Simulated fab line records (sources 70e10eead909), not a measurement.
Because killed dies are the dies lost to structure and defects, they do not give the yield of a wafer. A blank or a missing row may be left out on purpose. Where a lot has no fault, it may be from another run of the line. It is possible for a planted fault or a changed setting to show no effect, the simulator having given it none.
What tool caused it? | flow nand-harc | 33 wafers sampled from 11 lots at 1 step of a route of 1302

## WHAT THE GAUGES SHOWED, per wafer
NHARC_P_STI_INSPECT_25.
lot  | measured     | on                | raw-defect-count
L075 | day 4 14:23  | defect-inspect-01 | 229 214 220
L077 | day 5 02:16  | defect-inspect-01 | 171 144 159
L080 | day 6 14:53  | defect-inspect-02 | 311 256 210
L082 | day 7 12:29  | defect-inspect-02 | 229 429 258
L084 | day 8 08:22  | defect-inspect-02 | 283 159 376
L088 | day 10 03:08 | defect-inspect-01 | 155 152 147
L087 | day 10 03:08 | defect-inspect-01 | 146 263 358
L090 | day 10 22:29 | defect-inspect-01 | 265 167 217
L092 | day 11 15:44 | defect-inspect-02 | 220 117 166
L096 | day 13 00:15 | defect-inspect-02 | 274 137 224
L097 | day 13 13:24 | defect-inspect-02 | 148 84 231

## WHAT TOOL EACH LOT RAN ON (gives the tool, then ch and the chambers of the sampled wafers, and finally the start)
No process step before these readings appears in the record.

## THE ANSWER, worked out from the rows above alone
Rule: what is usual is taken from the lots themselves. Put in order of their means at a reading, lots are off if they are a third of the lots or fewer, leave a main group of 4 or more, and stand apart from it by a gap of 3 or more times the standard deviation of the main group's means; of several such gaps the widest counts. Not used: any main group whose means are identical at the precision the tables above print for the reading. A lot without any number at a reading at which 4 lots or more have one is off too. Any other lot the step has rows for is counted as sound.
Nothing can be told from this: no lot is off at any reading shown.

## WHAT HAD BEEN PUT IN BY THE SIMULATOR
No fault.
